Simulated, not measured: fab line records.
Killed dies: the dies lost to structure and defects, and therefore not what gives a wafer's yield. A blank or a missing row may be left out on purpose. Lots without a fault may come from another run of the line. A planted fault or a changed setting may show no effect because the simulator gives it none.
Matching of chambers -- flow n5Finfet -- aldMetal-01 running N5_BEOL_M4_ALD_84: 4 sister chambers
The step deposits TaN, pulse time 2 s, purge time 3 s, co reactant purge time 2 s. 8 wafers are shown with their chamber, then 8 later ones without.

## WAFERS, EACH WITH ITS CHAMBER
wafer,chamber,heaterPowerW (W)
L077.3,1,426
L077.6,1,437
L078.3,2,481
L078.6,2,476
L080.4,0,371
L080.5,0,370
L080.6,3,430
L082.2,3,435

## WAFERS WITHOUT THEIR CHAMBER
wafer,heaterPowerW (W)
L082.4,475
L082.5,481
L089.1,430
L089.5,377
L089.6,430
L092.1,433
L092.2,435
L092.3,372

## WHICH CHAMBER EACH ONE RAN IN
wafer,from the rows above,in truth
L082.4,2,2
L082.5,2,2
L089.1,can't be placed: 1 or 3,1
L089.5,0,0
L089.6,can't be placed: 1 or 3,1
L092.1,can't be placed: 3 or 1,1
L092.2,can't be placed: 3 or 1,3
L092.3,0,0
4 of 8 placed correctly. Can't be placed from these rows: 4 (the true chamber is among the candidates in 4). Wrongly placed: 0.
How it was worked out, from the rows above alone: a wafer's distance from a chamber is the root of the sum, over the readings, of the square of ((its reading less the chamber's mean) divided by the reading's scatter). The wafer belongs to the nearest chamber; if the next one is less than 2 further off, it can't be placed. For every chamber, the mean is computed from those of its wafers that are shown. The scatter: take each reading less its chamber's mean, square it, sum over the shown wafers, divide by the number of wafers less the number of chambers, and take the root.
